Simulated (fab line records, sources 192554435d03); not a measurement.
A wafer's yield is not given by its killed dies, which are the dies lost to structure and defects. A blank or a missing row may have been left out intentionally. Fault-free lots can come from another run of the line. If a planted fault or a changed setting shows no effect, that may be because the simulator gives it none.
Matching of chambers :: flow n5-finfet :: 3 sister chambers for N5_BEOL_M6_CURE_75 on uv-cure-02
The step cures SiCOH lowk, time 120 s. 6 wafers are shown with their chamber, then 11 later ones without.

== EACH WAFER AND ITS CHAMBER ==
wafer: L079.3
chamber: 2
lamp-power-pct (%): 52.39
wafer_temp_C_max: 371.6

wafer: L079.5
chamber: 2
lamp-power-pct (%): 52.23
wafer_temp_C_max: 371.3

wafer: L083.4
chamber: 0
lamp-power-pct (%): 52.27
wafer_temp_C_max: 371.3

wafer: L083.5
chamber: 0
lamp-power-pct (%): 52.25
wafer_temp_C_max: 371.3

wafer: L085.5
chamber: 1
lamp-power-pct (%): 52.27
wafer_temp_C_max: 371.2

wafer: L089.1
chamber: 1
lamp-power-pct (%): 52.29
wafer_temp_C_max: 372.0

== WAFERS WITH NO CHAMBER GIVEN ==
wafer: L089.5
lamp-power-pct (%): 52.29
wafer_temp_C_max: 371.4

wafer: L089.6
lamp-power-pct (%): 52.26
wafer_temp_C_max: 371.4

wafer: L092.1
lamp-power-pct (%): 52.35
wafer_temp_C_max: 371.8

wafer: L092.3
lamp-power-pct (%): 52.35
wafer_temp_C_max: 371.0

wafer: L092.4
lamp-power-pct (%): 52.32
wafer_temp_C_max: 371.4

wafer: L094.1
lamp-power-pct (%): 52.27
wafer_temp_C_max: 370.7

wafer: L094.2
lamp-power-pct (%): 52.32
wafer_temp_C_max: 371.0

wafer: L094.3
lamp-power-pct (%): 52.36
wafer_temp_C_max: 370.8

wafer: L097.1
lamp-power-pct (%): 52.31
wafer_temp_C_max: 371.4

wafer: L097.3
lamp-power-pct (%): 52.21
wafer_temp_C_max: 371.5

wafer: L097.5
lamp-power-pct (%): 52.36
wafer_temp_C_max: 371.2

== WHICH CHAMBER EACH WENT THROUGH ==
wafer: L089.5
from the rows above: can't be placed: 2 or 0 or 1
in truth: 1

wafer: L089.6
from the rows above: can't be placed: 0 or 1 or 2
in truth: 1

wafer: L092.1
from the rows above: can't be placed: 2 or 1 or 0
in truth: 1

wafer: L092.3
from the rows above: can't be placed: 2 or 0 or 1
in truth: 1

wafer: L092.4
from the rows above: can't be placed: 2 or 1 or 0
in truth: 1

wafer: L094.1
from the rows above: can't be placed: 0 or 2 or 1
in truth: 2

wafer: L094.2
from the rows above: can't be placed: 0 or 2 or 1
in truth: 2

wafer: L094.3
from the rows above: can't be placed: 2 or 0 or 1
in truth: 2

wafer: L097.1
from the rows above: can't be placed: 2 or 1 or 0
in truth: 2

wafer: L097.3
from the rows above: can't be placed: 0 or 1 or 2
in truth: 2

wafer: L097.5
from the rows above: can't be placed: 2 or 0 or 1
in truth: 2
Placed correctly: 0 of 11. These rows do not allow placing 11 (true chamber among the candidates in 11). Placed wrongly: 0.
How it was worked out, from the rows above alone: a wafer's distance from a chamber is the root of the sum, over the readings, of the square of ((its reading less the chamber's mean) divided by the reading's scatter). The wafer belongs to the nearest chamber; if the next one is less than 2 further off, it can't be placed. The mean given for a chamber averages the wafers shown for that chamber. How the scatter is found: for the shown wafers, subtract from each reading the mean of its chamber, square and add these, divide the total by (wafers less chambers), then take the root.
